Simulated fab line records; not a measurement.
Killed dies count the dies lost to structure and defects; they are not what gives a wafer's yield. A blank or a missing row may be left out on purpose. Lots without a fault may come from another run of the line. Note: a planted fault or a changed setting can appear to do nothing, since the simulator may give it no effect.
The tool behind it: which one?	flow nand_harc	13 lots, 39 wafers sampled, at 6 steps of a route of 1159

== WHAT THE GAUGES SHOWED, per wafer ==
NHARC_A_SOURCE_PLATE_THK_MEAS_09: measures by ellipsometry. Usual: thk_nm 9.8 nm, standard deviation 1.
lot	measured	on	thk_nm (nm)	flag
L841	day 7 07:35	film_metro-02	8.1 11.0 9.8	
L843	day 7 13:10	film_metro-01	8.8 11.2 10.2	
L846	day 7 19:58	film_metro-01	8.8 9.3 9.0	
L845	day 7 19:58	film_metro-02	9.3 10.6 9.9	
L844	day 8 03:29	film_metro-02	11.1 10.7 11.2	
L847	day 8 12:23	film_metro-01	8.5 8.9 11.7	
L848	day 8 12:23	film_metro-02	10.6 11.8 10.7	
L850	day 8 23:21	film_metro-01	9.3 10.8 9.5	
L849	day 8 23:22	film_metro-01	8.7 9.1 12.3	
L852	day 10 10:20	film_metro-02	16.0 16.1 14.7	OFF
L855	day 11 04:34	film_metro-01	15.7 16.9 15.6	OFF
L863	day 12 09:35	film_metro-01	11.0 10.0 9.1	
L864	day 12 15:40	film_metro-01	10.6 10.1 10.3	

NHARC_A_ONON_D1_THK_MEAS_08: measures by ellipsometry. Usual: thk_nm 1000 nm, standard deviation 11.
lot	measured	on	thk_nm (nm)	flag
L841	day 7 23:01	film_metro-01	1000 997 998	
L843	day 8 04:08	film_metro-02	1003 1005 1004	
L846	day 8 11:35	film_metro-01	991 991 991	
L845	day 8 11:37	film_metro-02	980 979 980	
L844	day 8 19:09	film_metro-01	988 986 986	
L847	day 9 03:12	film_metro-02	979 981 979	
L848	day 9 03:11	film_metro-01	999 999 998	
L850	day 9 15:14	film_metro-01	1008 1009 1007	
L849	day 9 15:06	film_metro-01	1012 1014 1011	
L852	day 10 20:37	film_metro-02	988 989 990	
L855	day 11 19:27	film_metro-01	1007 1010 1008	
L863	day 13 00:32	film_metro-01	998 996 996	
L864	day 13 06:34	film_metro-01	1008 1007 1008	

NHARC_END_SORT_01. Usual: killed_at_array 29, standard deviation 11; killed_at_other 0.7, standard deviation 1.1; killed_at_periphery 2.9, standard deviation 2.2; killed_dies 33, standard deviation 11; killed_open 3.1, standard deviation 1.8; killed_short 1.9, standard deviation 1.4.
lot	measured	on	killed_at_array	killed_at_other	killed_at_periphery	killed_dies	killed_open	killed_short	flag
L852	day 22 11:59	prober-01	34 28 26	0 1 1	0 2 1	34 31 28	0 3 2	2 2 0	

== WHAT TOOL EACH LOT RAN ON (gives the tool, then ch and the chambers of the sampled wafers, and finally the start) ==
lot	NHARC_P_BONDPAD_PVD_27	NHARC_P_BONDPAD_ANNEAL_28	NHARC_A_SOURCE_PLATE_OXIDE_02
L841	pvd_sputter-01, day 6 20:32 or earlier	rtp_anneal-02 ch 0, day 6 20:32	furnace-03 ch 0, day 7 03:36
L843	pvd_sputter-03, day 7 03:04 or earlier	rtp_anneal-01 ch 0, day 7 03:04	furnace-03 ch 0, day 7 09:02
L846	pvd_sputter-03, day 7 09:20 or earlier	rtp_anneal-01 ch 0, day 7 09:20	furnace-02 ch 0, day 7 15:53
L845	pvd_sputter-01, day 7 10:24 or earlier	rtp_anneal-02 ch 0, day 7 10:24	furnace-02 ch 0, day 7 15:53
L844	pvd_sputter-03, day 7 16:49 or earlier	rtp_anneal-01 ch 0, day 7 16:49	furnace-02 ch 0, day 7 23:25
L847	pvd_sputter-03, day 8 01:45 or earlier	rtp_anneal-01 ch 0, day 8 01:45	furnace-02 ch 0, day 8 08:20
L848	pvd_sputter-03, day 8 03:07 or earlier	rtp_anneal-02 ch 0, day 8 03:07	furnace-02 ch 0, day 8 08:20
L850	pvd_sputter-03, day 8 12:14 or earlier	rtp_anneal-01 ch 0, day 8 12:14	furnace-03 ch 0, day 8 19:14
L849	pvd_sputter-03, day 8 14:47 or earlier	rtp_anneal-01 ch 0, day 8 14:47	furnace-03 ch 0, day 8 19:14
L852	pvd_sputter-03, day 9 18:56 or earlier	rtp_anneal-01 ch 0, day 9 18:56	furnace-03 ch 0, day 10 02:02
L855	pvd_sputter-01, day 10 10:10 or earlier	rtp_anneal-02 ch 0, day 10 10:10	furnace-03 ch 0, day 10 17:22
L863	pvd_sputter-01, day 11 22:38 or earlier	rtp_anneal-02 ch 0, day 11 22:38	furnace-02 ch 0, day 12 05:33
L864	pvd_sputter-01, day 12 03:24 or earlier	rtp_anneal-02 ch 0, day 12 03:24	furnace-08 ch 0, day 12 11:32
- NHARC_P_BONDPAD_PVD_27: deposits Cu, target thk 30 nm, time 20.49 s.
- NHARC_P_BONDPAD_ANNEAL_28: time 90 s.
- NHARC_A_SOURCE_PLATE_OXIDE_02: material SiO2, target thk 10 nm, ox time 1362 s.

== WHAT THE TOOLS THEMSELVES READ (means of the sampled wafers that have a number; where no wafer has one, the mark that the record gives instead) ==
NHARC_P_BONDPAD_PVD_27. Usual: substrate_temp_c 30.00 C, standard deviation 0.11; throttle_valve_pct 29.8 %, standard deviation 1.5.
lot	tool	substrate_temp_c (C)	throttle_valve_pct (%)	flag
L841	pvd_sputter-01	30.11	30.6	
L843	pvd_sputter-03	30.00	30.3	
L846	pvd_sputter-03	30.08	30.4	
L845	pvd_sputter-01	30.03	30.6	
L844	pvd_sputter-03	30.04	29.8	
L847	pvd_sputter-03	29.93	29.5	
L848	pvd_sputter-03	30.01	29.0	
L850	pvd_sputter-03	29.90	28.7	
L849	pvd_sputter-03	30.17	29.8	
L852	pvd_sputter-03	30.08	31.5	
L855	pvd_sputter-01	30.03	28.7	
L863	pvd_sputter-01	29.91	29.7	
L864	pvd_sputter-01	29.98	29.6	

NHARC_P_BONDPAD_ANNEAL_28. Usual: wafer_temp_C_max 226.2, standard deviation 0.35.
lot	tool	wafer_temp_C_max	flag
L841	rtp_anneal-02	226.2	
L843	rtp_anneal-01	226.1	
L846	rtp_anneal-01	226.4	
L845	rtp_anneal-02	225.7	
L844	rtp_anneal-01	226.5	
L847	rtp_anneal-01	226.4	
L848	rtp_anneal-02	226.1	
L850	rtp_anneal-01	226.4	
L849	rtp_anneal-01	226.5	
L852	rtp_anneal-01	226.3	
L855	rtp_anneal-02	225.9	
L863	rtp_anneal-02	225.8	
L864	rtp_anneal-02	225.8	

NHARC_A_SOURCE_PLATE_OXIDE_02. Usual: ox_temp_c 900.0 C, standard deviation 0.33; tube_center_temp_C 900.01 C, standard deviation 0.088; zone_power_top_pct 37.5 %, standard deviation 2.1.
lot	tool	ox_temp_c (C)	tube_center_temp_C (C)	zone_power_top_pct (%)	flag
L841	furnace-03	899.9	899.89	36.3	
L843	furnace-03	900.2	900.11	35.9	
L846	furnace-02	899.9	900.01	39.6	
L845	furnace-02	900.0	899.92	39.6	
L844	furnace-02	899.8	900.02	39.6	
L847	furnace-02	900.1	899.96	39.6	
L848	furnace-02	900.2	900.03	39.6	
L850	furnace-03	900.1	900.00	35.7	
L849	furnace-03	900.0	900.04	36.0	
L852	furnace-03	900.1	899.95	36.0	
L855	furnace-03	899.8	899.95	36.0	
L863	furnace-02	900.0	900.03	39.6	
L864	furnace-08	900.4	899.99	31.9	

== THE ANSWER, worked out from the rows above alone ==
Rule: take the mean of a lot's wafers that have a number; if it is more than 3 standard deviations from the usual mean, the lot is off. A lot without any number at a reading at which 4 lots or more have one is off too. Any other lot the step has rows for is counted as sound. The gauges are gone through in route order, then the tools' own readings, and for those a lot's mean is taken as printed above. The first step at which some lot is off is used, and at that step the reading that is off furthest; a lot without a number counts as furthest.
Off: L852, L855 (NHARC_A_SOURCE_PLATE_THK_MEAS_09, thk_nm).
If a tool, at a process step before that reading, ran all the lots that are off and no sound lot after the first of them, it fits. The gauges at NHARC_A_SOURCE_PLATE_THK_MEAS_09 are tried like those tools. NHARC_P_BONDPAD_PVD_27: start missing for some lots; hours and lot order therefore follow NHARC_P_BONDPAD_ANNEAL_28. One fits: furnace-03 at NHARC_A_SOURCE_PLATE_OXIDE_02. Its last sound lot is L849 (day 8 19:14), its first lot that is off L852 (day 10 02:02): a fault that began between those two fits.

== WHAT HAD BEEN PUT IN BY THE SIMULATOR ==
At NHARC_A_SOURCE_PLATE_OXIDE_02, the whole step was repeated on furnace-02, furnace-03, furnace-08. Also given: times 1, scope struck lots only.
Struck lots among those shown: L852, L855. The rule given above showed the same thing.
